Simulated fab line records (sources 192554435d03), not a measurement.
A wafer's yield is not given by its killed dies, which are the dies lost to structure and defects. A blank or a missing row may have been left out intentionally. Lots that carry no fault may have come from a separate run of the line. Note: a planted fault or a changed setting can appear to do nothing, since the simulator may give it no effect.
Which tool did it? :: flow n5-finfet :: 11 lots with 33 wafers sampled at 5 steps, on a route of 1938 steps

== WHAT EACH GAUGE READ, for each wafer ==
No reading from a measuring or inspecting step in the record can be judged against a usual standard deviation.

== WHAT TOOL EACH LOT RAN ON (gives the tool, then ch and the chambers of the sampled wafers, and finally the start) ==
lot: L805
N5_ZERO_LAYER_EXPOSE_08: krf-scanner-02 ch 0, day 1 18:28
N5_ZERO_LAYER_DESCUM_16: rie-diel-02 ch 0,2,3, day 1 18:41
N5_PMOS_HMC_CHANNEL_EPI_ETCH_32: rie-diel-02 ch 0,1,2, day 2 05:35
N5_PMOS_HMC_CHANNEL_EPI_HM_OPEN_15: rie-diel-02 ch 0,1,2, day 2 05:38
N5_PASSIVATION_PROBE_49: prober-02, day 13 05:17

lot: L808
N5_ZERO_LAYER_EXPOSE_08: krf-scanner-01 ch 0, day 2 12:28
N5_ZERO_LAYER_DESCUM_16: rie-diel-03 ch 0,1,2, day 2 12:41
N5_PMOS_HMC_CHANNEL_EPI_ETCH_32: rie-diel-02 ch 0,2,3, day 2 18:20
N5_PMOS_HMC_CHANNEL_EPI_HM_OPEN_15: rie-diel-02 ch 0,2,3, day 2 18:23
N5_PASSIVATION_PROBE_49: prober-02, day 13 18:36

lot: L809
N5_ZERO_LAYER_EXPOSE_08: krf-scanner-02 ch 0, day 2 18:37
N5_ZERO_LAYER_DESCUM_16: rie-diel-02 ch 0,1,3, day 2 18:50
N5_PMOS_HMC_CHANNEL_EPI_ETCH_32: rie-diel-04 ch 0,1, day 2 23:48
N5_PMOS_HMC_CHANNEL_EPI_HM_OPEN_15: rie-diel-04 ch 0,1, day 2 23:50
N5_PASSIVATION_PROBE_49: prober-01, day 14 13:45

lot: L812
N5_ZERO_LAYER_EXPOSE_08: krf-scanner-02 ch 0, day 3 12:29
N5_ZERO_LAYER_DESCUM_16: rie-diel-04 ch 0,2,3, day 3 12:42
N5_PMOS_HMC_CHANNEL_EPI_ETCH_32: rie-diel-04 ch 0,1,2, day 3 17:29
N5_PMOS_HMC_CHANNEL_EPI_HM_OPEN_15: rie-diel-04 ch 0,1,2, day 3 17:31
N5_PASSIVATION_PROBE_49: prober-02, day 14 18:10

lot: L814
N5_ZERO_LAYER_EXPOSE_08: krf-scanner-02 ch 0, day 4 00:36
N5_ZERO_LAYER_DESCUM_16: rie-diel-03 ch 0,3, day 4 01:19
N5_PMOS_HMC_CHANNEL_EPI_ETCH_32: rie-diel-03 ch 0,2,3, day 4 06:16
N5_PMOS_HMC_CHANNEL_EPI_HM_OPEN_15: rie-diel-03 ch 0,2,3, day 4 06:19
N5_PASSIVATION_PROBE_49: prober-01, day 15 16:43

lot: L815
N5_ZERO_LAYER_EXPOSE_08: krf-scanner-01 ch 0, day 4 06:36
N5_ZERO_LAYER_DESCUM_16: rie-diel-03 ch 0,3, day 4 06:49
N5_PMOS_HMC_CHANNEL_EPI_ETCH_32: rie-diel-02 ch 0,1, day 4 11:28
N5_PMOS_HMC_CHANNEL_EPI_HM_OPEN_15: rie-diel-02 ch 0,1, day 4 11:31
N5_PASSIVATION_PROBE_49: prober-01, day 14 23:13

lot: L823
N5_ZERO_LAYER_EXPOSE_08: krf-scanner-02 ch 0, day 6 06:40
N5_ZERO_LAYER_DESCUM_16: rie-diel-03 ch 1,2,3, day 6 07:02
N5_PMOS_HMC_CHANNEL_EPI_ETCH_32: rie-diel-03 ch 0,2, day 6 12:17
N5_PMOS_HMC_CHANNEL_EPI_HM_OPEN_15: rie-diel-03 ch 0,2, day 6 12:20
N5_PASSIVATION_PROBE_49: prober-01, day 17 11:49

lot: L824
N5_ZERO_LAYER_EXPOSE_08: krf-scanner-02 ch 0, day 6 12:28
N5_ZERO_LAYER_DESCUM_16: rie-diel-03 ch 0,3, day 6 12:41
N5_PMOS_HMC_CHANNEL_EPI_ETCH_32: rie-diel-02 ch 0,3, day 6 17:28
N5_PMOS_HMC_CHANNEL_EPI_HM_OPEN_15: rie-diel-02 ch 0,3, day 6 17:30
N5_PASSIVATION_PROBE_49: prober-02, day 17 12:48

lot: L825
N5_ZERO_LAYER_EXPOSE_08: krf-scanner-01 ch 0, day 6 18:35
N5_ZERO_LAYER_DESCUM_16: rie-diel-03 ch 1,2,3, day 6 18:49
N5_PMOS_HMC_CHANNEL_EPI_ETCH_32: rie-diel-03 ch 1,2,3, day 6 23:25
N5_PMOS_HMC_CHANNEL_EPI_HM_OPEN_15: rie-diel-03 ch 1,2,3, day 6 23:28
N5_PASSIVATION_PROBE_49: prober-02, day 18 17:18

lot: L826
N5_ZERO_LAYER_EXPOSE_08: krf-scanner-01 ch 0, day 7 00:28
N5_ZERO_LAYER_DESCUM_16: rie-diel-02 ch 0,1,2, day 7 00:41
N5_PMOS_HMC_CHANNEL_EPI_ETCH_32: rie-diel-02 ch 2,3, day 7 05:24
N5_PMOS_HMC_CHANNEL_EPI_HM_OPEN_15: rie-diel-02 ch 2,3, day 7 05:26
N5_PASSIVATION_PROBE_49: prober-02, day 19 06:33

lot: L827
N5_ZERO_LAYER_EXPOSE_08: krf-scanner-01 ch 0, day 7 06:28
N5_ZERO_LAYER_DESCUM_16: rie-diel-02 ch 2,3, day 7 06:41
N5_PMOS_HMC_CHANNEL_EPI_ETCH_32: rie-diel-03 ch 0,1,3, day 7 12:18
N5_PMOS_HMC_CHANNEL_EPI_HM_OPEN_15: rie-diel-03 ch 0,1,3, day 7 12:20
N5_PASSIVATION_PROBE_49: prober-01, day 19 05:24
- N5_ZERO_LAYER_EXPOSE_08: exposes mask ZERO, defocus 0 nm, target cd 2000 nm.
- N5_ZERO_LAYER_DESCUM_16: chemistry O2, time 7.9 s.
- N5_PMOS_HMC_CHANNEL_EPI_ETCH_32: etches BARC in N2/H2, stops on SiO2, target depth 85.8 nm, time 50.3 s.
- N5_PMOS_HMC_CHANNEL_EPI_HM_OPEN_15: chemistry CHF3/O2, target SiO2, target depth 40.6 nm, time 20.3 s.
- N5_PASSIVATION_PROBE_49

== WHAT THE TOOLS THEMSELVES READ (means of the sampled wafers that have a number; where no wafer has one, the mark that the record gives instead) ==
N5_ZERO_LAYER_EXPOSE_08. Usual: exposure-dose-mJ-cm2 at 16.191, with a standard deviation of 0.016.
lot: L805
tool: krf-scanner-02
exposure-dose-mJ-cm2: 16.192
flag: 

lot: L808
tool: krf-scanner-01
exposure-dose-mJ-cm2: 16.202
flag: 

lot: L809
tool: krf-scanner-02
exposure-dose-mJ-cm2: 16.171
flag: 

lot: L812
tool: krf-scanner-02
exposure-dose-mJ-cm2: 16.179
flag: 

lot: L814
tool: krf-scanner-02
exposure-dose-mJ-cm2: 16.175
flag: 

lot: L815
tool: krf-scanner-01
exposure-dose-mJ-cm2: 16.187
flag: 

lot: L823
tool: krf-scanner-02
exposure-dose-mJ-cm2: 16.480
flag: OFF

lot: L824
tool: krf-scanner-02
exposure-dose-mJ-cm2: 16.432
flag: OFF

lot: L825
tool: krf-scanner-01
exposure-dose-mJ-cm2: 16.201
flag: 

lot: L826
tool: krf-scanner-01
exposure-dose-mJ-cm2: 16.200
flag: 

lot: L827
tool: krf-scanner-01
exposure-dose-mJ-cm2: 16.216
flag: 

N5_ZERO_LAYER_DESCUM_16. Usual: drypump-motor-current-A 5.7 A, standard deviation 0.36; oes-product-au 0.78 a.u., standard deviation 0.074; rf-vpp-V 243.1 V, standard deviation 1.2; showerhead-plenum-p-Torr 2.08 Torr, standard deviation 0.076; throttle-valve-pct 20.38 %, standard deviation 0.22.
lot: L805
tool: rie-diel-02
drypump-motor-current-A (A): 5.5
oes-product-au (a.u.): 0.75
rf-vpp-V (V): 243.3
showerhead-plenum-p-Torr (Torr): 2.10
throttle-valve-pct (%): 20.63
flag: 

lot: L808
tool: rie-diel-03
drypump-motor-current-A (A): 5.9
oes-product-au (a.u.): 0.85
rf-vpp-V (V): 242.9
showerhead-plenum-p-Torr (Torr): 2.05
throttle-valve-pct (%): 20.17
flag: 

lot: L809
tool: rie-diel-02
drypump-motor-current-A (A): 5.7
oes-product-au (a.u.): 0.71
rf-vpp-V (V): 242.9
showerhead-plenum-p-Torr (Torr): 2.08
throttle-valve-pct (%): 20.54
flag: 

lot: L812
tool: rie-diel-04
drypump-motor-current-A (A): 5.9
oes-product-au (a.u.): 0.81
rf-vpp-V (V): 244.2
showerhead-plenum-p-Torr (Torr): 2.10
throttle-valve-pct (%): 20.40
flag: 

lot: L814
tool: rie-diel-03
drypump-motor-current-A (A): 5.8
oes-product-au (a.u.): 0.86
rf-vpp-V (V): 242.4
showerhead-plenum-p-Torr (Torr): 2.08
throttle-valve-pct (%): 20.17
flag: 

lot: L815
tool: rie-diel-03
drypump-motor-current-A (A): 5.6
oes-product-au (a.u.): 0.80
rf-vpp-V (V): 244.5
showerhead-plenum-p-Torr (Torr): 2.13
throttle-valve-pct (%): 20.28
flag: 

lot: L823
tool: rie-diel-03
drypump-motor-current-A (A): 5.7
oes-product-au (a.u.): 0.76
rf-vpp-V (V): 243.2
showerhead-plenum-p-Torr (Torr): 2.09
throttle-valve-pct (%): 20.33
flag: 

lot: L824
tool: rie-diel-03
drypump-motor-current-A (A): 5.8
oes-product-au (a.u.): 0.82
rf-vpp-V (V): 243.4
showerhead-plenum-p-Torr (Torr): 2.08
throttle-valve-pct (%): 20.18
flag: 

lot: L825
tool: rie-diel-03
drypump-motor-current-A (A): 5.7
oes-product-au (a.u.): 0.76
rf-vpp-V (V): 243.3
showerhead-plenum-p-Torr (Torr): 2.09
throttle-valve-pct (%): 20.34
flag: 

lot: L826
tool: rie-diel-02
drypump-motor-current-A (A): 5.9
oes-product-au (a.u.): 0.70
rf-vpp-V (V): 243.6
showerhead-plenum-p-Torr (Torr): 2.10
throttle-valve-pct (%): 20.49
flag: 

lot: L827
tool: rie-diel-02
drypump-motor-current-A (A): 5.2
oes-product-au (a.u.): 0.75
rf-vpp-V (V): 241.6
showerhead-plenum-p-Torr (Torr): 2.04
throttle-valve-pct (%): 20.80
flag: 

N5_PMOS_HMC_CHANNEL_EPI_ETCH_32. Usual: drypump-motor-current-A 5.7 A, standard deviation 0.37; oes-product-au 0.66 a.u., standard deviation 0.054; rf-vpp-V 523.7 V, standard deviation 2.4; showerhead-plenum-p-Torr 2.54 Torr, standard deviation 0.083; throttle-valve-pct 17.90 %, standard deviation 0.21.
lot: L805
tool: rie-diel-02
drypump-motor-current-A (A): 5.9
oes-product-au (a.u.): 0.63
rf-vpp-V (V): 524.8
showerhead-plenum-p-Torr (Torr): 2.57
throttle-valve-pct (%): 18.01
flag: 

lot: L808
tool: rie-diel-02
drypump-motor-current-A (A): 5.5
oes-product-au (a.u.): 0.65
rf-vpp-V (V): 523.2
showerhead-plenum-p-Torr (Torr): 2.55
throttle-valve-pct (%): 18.12
flag: 

lot: L809
tool: rie-diel-04
drypump-motor-current-A (A): 5.4
oes-product-au (a.u.): 0.62
rf-vpp-V (V): 521.6
showerhead-plenum-p-Torr (Torr): 2.50
throttle-valve-pct (%): 18.11
flag: 

lot: L812
tool: rie-diel-04
drypump-motor-current-A (A): 5.5
oes-product-au (a.u.): 0.63
rf-vpp-V (V): 523.3
showerhead-plenum-p-Torr (Torr): 2.54
throttle-valve-pct (%): 17.97
flag: 

lot: L814
tool: rie-diel-03
drypump-motor-current-A (A): 5.8
oes-product-au (a.u.): 0.69
rf-vpp-V (V): 522.1
showerhead-plenum-p-Torr (Torr): 2.53
throttle-valve-pct (%): 17.80
flag: 

lot: L815
tool: rie-diel-02
drypump-motor-current-A (A): 5.9
oes-product-au (a.u.): 0.59
rf-vpp-V (V): 525.0
showerhead-plenum-p-Torr (Torr): 2.60
throttle-valve-pct (%): 18.05
flag: 

lot: L823
tool: rie-diel-03
drypump-motor-current-A (A): 5.9
oes-product-au (a.u.): 0.72
rf-vpp-V (V): 522.5
showerhead-plenum-p-Torr (Torr): 2.47
throttle-valve-pct (%): 17.75
flag: 

lot: L824
tool: rie-diel-02
drypump-motor-current-A (A): 5.2
oes-product-au (a.u.): 0.62
rf-vpp-V (V): 522.8
showerhead-plenum-p-Torr (Torr): 2.49
throttle-valve-pct (%): 18.17
flag: 

lot: L825
tool: rie-diel-03
drypump-motor-current-A (A): 5.7
oes-product-au (a.u.): 0.65
rf-vpp-V (V): 523.4
showerhead-plenum-p-Torr (Torr): 2.55
throttle-valve-pct (%): 17.84
flag: 

lot: L826
tool: rie-diel-02
drypump-motor-current-A (A): 5.2
oes-product-au (a.u.): 0.64
rf-vpp-V (V): 522.4
showerhead-plenum-p-Torr (Torr): 2.46
throttle-valve-pct (%): 18.14
flag: 

lot: L827
tool: rie-diel-03
drypump-motor-current-A (A): 5.7
oes-product-au (a.u.): 0.67
rf-vpp-V (V): 524.0
showerhead-plenum-p-Torr (Torr): 2.56
throttle-valve-pct (%): 17.71
flag: 

N5_PMOS_HMC_CHANNEL_EPI_HM_OPEN_15. Usual: drypump-motor-current-A 5.7 A, standard deviation 0.37; oes-product-au 0.77 a.u., standard deviation 0.066; rf-vpp-V 527 V, standard deviation 9.5; showerhead-plenum-p-Torr 2.41 Torr, standard deviation 0.075; throttle-valve-pct 18.92 %, standard deviation 0.16.
lot: L805
tool: rie-diel-02
drypump-motor-current-A (A): 6.0
oes-product-au (a.u.): 0.73
rf-vpp-V (V): 525
showerhead-plenum-p-Torr (Torr): 2.44
throttle-valve-pct (%): 19.01
flag: 

lot: L808
tool: rie-diel-02
drypump-motor-current-A (A): 5.5
oes-product-au (a.u.): 0.76
rf-vpp-V (V): 525
showerhead-plenum-p-Torr (Torr): 2.41
throttle-valve-pct (%): 19.07
flag: 

lot: L809
tool: rie-diel-04
drypump-motor-current-A (A): 5.4
oes-product-au (a.u.): 0.72
rf-vpp-V (V): 522
showerhead-plenum-p-Torr (Torr): 2.38
throttle-valve-pct (%): 19.08
flag: 

lot: L812
tool: rie-diel-04
drypump-motor-current-A (A): 5.5
oes-product-au (a.u.): 0.73
rf-vpp-V (V): 521
showerhead-plenum-p-Torr (Torr): 2.41
throttle-valve-pct (%): 19.00
flag: 

lot: L814
tool: rie-diel-03
drypump-motor-current-A (A): 5.8
oes-product-au (a.u.): 0.80
rf-vpp-V (V): 528
showerhead-plenum-p-Torr (Torr): 2.40
throttle-valve-pct (%): 18.80
flag: 

lot: L815
tool: rie-diel-02
drypump-motor-current-A (A): 5.9
oes-product-au (a.u.): 0.69
rf-vpp-V (V): 524
showerhead-plenum-p-Torr (Torr): 2.45
throttle-valve-pct (%): 18.99
flag: 

lot: L823
tool: rie-diel-03
drypump-motor-current-A (A): 5.9
oes-product-au (a.u.): 0.84
rf-vpp-V (V): 537
showerhead-plenum-p-Torr (Torr): 2.34
throttle-valve-pct (%): 18.75
flag: 

lot: L824
tool: rie-diel-02
drypump-motor-current-A (A): 5.2
oes-product-au (a.u.): 0.73
rf-vpp-V (V): 525
showerhead-plenum-p-Torr (Torr): 2.35
throttle-valve-pct (%): 19.11
flag: 

lot: L825
tool: rie-diel-03
drypump-motor-current-A (A): 5.7
oes-product-au (a.u.): 0.76
rf-vpp-V (V): 526
showerhead-plenum-p-Torr (Torr): 2.41
throttle-valve-pct (%): 18.86
flag: 

lot: L826
tool: rie-diel-02
drypump-motor-current-A (A): 5.2
oes-product-au (a.u.): 0.76
rf-vpp-V (V): 525
showerhead-plenum-p-Torr (Torr): 2.34
throttle-valve-pct (%): 19.18
flag: 

lot: L827
tool: rie-diel-03
drypump-motor-current-A (A): 5.7
oes-product-au (a.u.): 0.79
rf-vpp-V (V): 532
showerhead-plenum-p-Torr (Torr): 2.43
throttle-valve-pct (%): 18.77
flag: 

N5_PASSIVATION_PROBE_49. Usual: defect-limited-yield 91.2 %, standard deviation 1.4; killed_at_M0_to_M3 35, standard deviation 11; killed_at_M4_up 14, standard deviation 5.6; killed-at-contacts 12, standard deviation 5.6; killed-at-front-end 38, standard deviation 11; killed-at-other 4, standard deviation 3.4; killed-dies 103, standard deviation 17; killed-on-rim 13, standard deviation 3.5; killed-open 68, standard deviation 12; killed-short 33, standard deviation 8.8; sort_bin_4_leakage 0.00 %, standard deviation 0.007; sort_bin_5_function 5.1 %, standard deviation 0.89; sort_bin_6_memory 3.3 %, standard deviation 0.71; sort-n-pass 1077, standard deviation 17; sort-yield-pct 91.2 %, standard deviation 1.4.
lot: L805
tool: prober-02
defect-limited-yield (%): 90.1
killed_at_M0_to_M3: 41
killed_at_M4_up: 19
killed-at-contacts: 14
killed-at-front-end: 42
killed-at-other: 1
killed-dies: 117
killed-on-rim: 13
killed-open: 80
killed-short: 35
sort_bin_4_leakage (%): 0.03
sort_bin_5_function (%): 6.4
sort_bin_6_memory (%): 3.1
sort-n-pass: 1063
sort-yield-pct (%): 90.1
flag: OFF

lot: L808
tool: prober-02
defect-limited-yield (%): 90.3
killed_at_M0_to_M3: 46
killed_at_M4_up: 13
killed-at-contacts: 9
killed-at-front-end: 45
killed-at-other: 2
killed-dies: 115
killed-on-rim: 15
killed-open: 74
killed-short: 36
sort_bin_4_leakage (%): 0.00
sort_bin_5_function (%): 5.6
sort_bin_6_memory (%): 3.5
sort-n-pass: 1065
sort-yield-pct (%): 90.3
flag: 

lot: L809
tool: prober-01
defect-limited-yield (%): 91.4
killed_at_M0_to_M3: 34
killed_at_M4_up: 15
killed-at-contacts: 16
killed-at-front-end: 34
killed-at-other: 3
killed-dies: 101
killed-on-rim: 11
killed-open: 68
killed-short: 33
sort_bin_4_leakage (%): 0.00
sort_bin_5_function (%): 5.0
sort_bin_6_memory (%): 3.3
sort-n-pass: 1079
sort-yield-pct (%): 91.4
flag: 

lot: L812
tool: prober-02
defect-limited-yield (%): 92.0
killed_at_M0_to_M3: 34
killed_at_M4_up: 13
killed-at-contacts: 11
killed-at-front-end: 30
killed-at-other: 6
killed-dies: 94
killed-on-rim: 12
killed-open: 61
killed-short: 32
sort_bin_4_leakage (%): 0.00
sort_bin_5_function (%): 5.1
sort_bin_6_memory (%): 2.6
sort-n-pass: 1086
sort-yield-pct (%): 92.0
flag: 

lot: L814
tool: prober-01
defect-limited-yield (%): 93.8
killed_at_M0_to_M3: 28
killed_at_M4_up: 11
killed-at-contacts: 6
killed-at-front-end: 27
killed-at-other: 1
killed-dies: 73
killed-on-rim: 11
killed-open: 53
killed-short: 19
sort_bin_4_leakage (%): 0.00
sort_bin_5_function (%): 3.6
sort_bin_6_memory (%): 2.5
sort-n-pass: 1107
sort-yield-pct (%): 93.8
flag: 

lot: L815
tool: prober-01
defect-limited-yield (%): 91.2
killed_at_M0_to_M3: 39
killed_at_M4_up: 12
killed-at-contacts: 13
killed-at-front-end: 35
killed-at-other: 5
killed-dies: 104
killed-on-rim: 13
killed-open: 67
killed-short: 36
sort_bin_4_leakage (%): 0.00
sort_bin_5_function (%): 4.8
sort_bin_6_memory (%): 3.6
sort-n-pass: 1076
sort-yield-pct (%): 91.2
flag: 

lot: L823
tool: prober-01
defect-limited-yield (%): 92.8
killed_at_M0_to_M3: 20
killed_at_M4_up: 12
killed-at-contacts: 15
killed-at-front-end: 38
killed-at-other: 1
killed-dies: 86
killed-on-rim: 14
killed-open: 58
killed-short: 27
sort_bin_4_leakage (%): 0.00
sort_bin_5_function (%): 4.5
sort_bin_6_memory (%): 2.5
sort-n-pass: 1094
sort-yield-pct (%): 92.8
flag: 

lot: L824
tool: prober-02
defect-limited-yield (%): 92.5
killed_at_M0_to_M3: 30
killed_at_M4_up: 12
killed-at-contacts: 12
killed-at-front-end: 31
killed-at-other: 4
killed-dies: 89
killed-on-rim: 10
killed-open: 69
killed-short: 18
sort_bin_4_leakage (%): 0.00
sort_bin_5_function (%): 4.5
sort_bin_6_memory (%): 2.9
sort-n-pass: 1091
sort-yield-pct (%): 92.5
flag: 

lot: L825
tool: prober-02
defect-limited-yield (%): 92.7
killed_at_M0_to_M3: 35
killed_at_M4_up: 13
killed-at-contacts: 6
killed-at-front-end: 29
killed-at-other: 3
killed-dies: 87
killed-on-rim: 12
killed-open: 56
killed-short: 27
sort_bin_4_leakage (%): 0.00
sort_bin_5_function (%): 4.3
sort_bin_6_memory (%): 2.8
sort-n-pass: 1093
sort-yield-pct (%): 92.7
flag: 

lot: L826
tool: prober-02
defect-limited-yield (%): 92.0
killed_at_M0_to_M3: 26
killed_at_M4_up: 16
killed-at-contacts: 8
killed-at-front-end: 42
killed-at-other: 2
killed-dies: 95
killed-on-rim: 13
killed-open: 63
killed-short: 31
sort_bin_4_leakage (%): 0.00
sort_bin_5_function (%): 5.1
sort_bin_6_memory (%): 2.6
sort-n-pass: 1085
sort-yield-pct (%): 92.0
flag: 

lot: L827
tool: prober-01
defect-limited-yield (%): 91.2
killed_at_M0_to_M3: 36
killed_at_M4_up: 17
killed-at-contacts: 7
killed-at-front-end: 39
killed-at-other: 5
killed-dies: 104
killed-on-rim: 16
killed-open: 71
killed-short: 31
sort_bin_4_leakage (%): 0.00
sort_bin_5_function (%): 5.1
sort_bin_6_memory (%): 3.3
sort-n-pass: 1076
sort-yield-pct (%): 91.2
flag: 

== THE ANSWER, worked out from the rows above alone ==
Rule: take the mean of a lot's wafers that have a number; if it is more than 3 standard deviations from the usual mean, the lot is off. A lot without any number at a reading at which 4 lots or more have one is off too. All remaining lots with rows at the step are treated as sound. After the gauges, taken in route order, come the tools' own readings; for these a lot's mean is taken, as printed above. At the first step where some lot is off, the reading lying furthest off is the one used; lots without a number count as furthest.
Off, at N5_ZERO_LAYER_EXPOSE_08 on exposure-dose-mJ-cm2: L823, L824.
If a tool, at that step or one of the process steps before it, ran each lot that is off and ran no sound lot following the first of them, it fits. One fits: N5_ZERO_LAYER_EXPOSE_08 on krf-scanner-02. Its last sound lot is L814 (day 4 00:36), its first lot that is off L823 (day 6 06:40): a fault that began between those two fits.
On the lots that are off, the tool's own readings at N5_ZERO_LAYER_EXPOSE_08 differ by more than 5 times the standard deviation of the sound lots' means, which bears it out; exposure-dose-mJ-cm2 reads 16.456 there versus 16.191 on the sound lots.

== WHAT HAD BEEN PUT IN BY THE SIMULATOR ==
Drift in process parameters on krf-scanner-02 at N5_ZERO_LAYER_EXPOSE_08, starting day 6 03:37. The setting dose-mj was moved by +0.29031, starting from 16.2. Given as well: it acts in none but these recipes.
Struck lots among those shown: L823, L824. Same finding as the rule above.
